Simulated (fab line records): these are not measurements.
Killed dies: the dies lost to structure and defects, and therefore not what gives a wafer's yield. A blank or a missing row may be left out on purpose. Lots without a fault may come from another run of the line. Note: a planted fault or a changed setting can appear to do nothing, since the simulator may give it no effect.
Matching of chambers ; flow nandHarc ; 4 sister chambers for NHARC_P_ZERO_WELL_DESCUM_13 on rieDiel-07
The step chemistry O2, time 3 s. 22 wafers are shown with their chamber, then 11 later ones without.

== EACH WAFER AND ITS CHAMBER ==
wafer;chamber;showerheadPlenumPTorr (Torr);drypumpMotorCurrentA (A);rfVppV (V)
L074.1;3;2.04;5.1;58.8
L074.5;2;1.88;5.6;57.7
L074.6;1;1.85;5.2;57.6
L077.1;0;1.84;5.9;57.3
L077.5;0;1.84;6.0;57.9
L077.6;3;2.04;5.2;59.0
L078.1;2;1.88;5.5;58.6
L078.2;1;1.85;5.2;56.0
L078.6;0;1.84;6.0;57.1
L079.1;3;2.04;5.1;57.9
L079.2;2;1.88;5.5;58.0
L079.3;1;1.85;5.2;58.4
L080.2;0;1.84;6.0;58.3
L080.5;2;1.88;5.5;57.4
L080.6;3;2.04;5.2;58.5
L084.1;0;1.84;6.0;58.6
L084.4;1;1.85;5.2;56.5
L084.6;3;2.04;5.1;58.0
L087.1;0;1.84;6.0;55.9
L087.4;2;1.87;5.6;57.6
L087.6;1;1.85;5.2;57.1
L088.3;3;2.04;5.1;57.5

SIGNATURES, as means of the wafers listed above
reading;chamber 0;chamber 1;chamber 2;chamber 3;scatter within a chamber
showerheadPlenumPTorr;1.8400;1.8500;1.8780;2.0400;0.00211
drypumpMotorCurrentA;5.983;5.200;5.540;5.133;0.0432
rfVppV;57.517;57.120;57.860;58.283;0.775
Rule: for each reading, subtract the chamber's mean from the wafer's reading, divide by that reading's scatter and square the result; add these up over the readings and take the root, which gives the wafer's distance from the chamber. If the next closest chamber is less than 2 further off than the closest, the wafer can't be placed; otherwise it belongs to the closest. The scatter is the square root of a quotient: the sum, over the shown wafers, of each reading's squared deviation from its chamber's mean, divided by wafers minus chambers.

== WAFERS MISSING THEIR CHAMBER ==
wafer;showerheadPlenumPTorr (Torr);drypumpMotorCurrentA (A);rfVppV (V)
L088.4;1.84;6.0;58.2
L088.5;1.85;5.2;57.2
L091.1;1.87;5.6;56.5
L091.3;1.84;6.0;57.7
L091.6;1.85;5.2;58.6
L093.1;1.87;5.5;57.3
L093.2;2.04;5.1;59.0
L093.4;1.85;5.2;57.5
L094.2;1.85;5.2;57.6
L094.3;1.87;5.5;56.1
L094.6;1.84;6.0;57.9

== THE CHAMBER EACH PASSED THROUGH ==
wafer;from the rows above;in truth
L088.4;0;0
L088.5;1;1
L091.1;2;2
L091.3;0;0
L091.6;1;1
L093.1;2;2
L093.2;3;3
L093.4;1;1
L094.2;1;1
L094.3;2;2
L094.6;0;0
Correctly placed: 11 of 11. Number that these rows cannot place: 0. 0 placed wrongly.
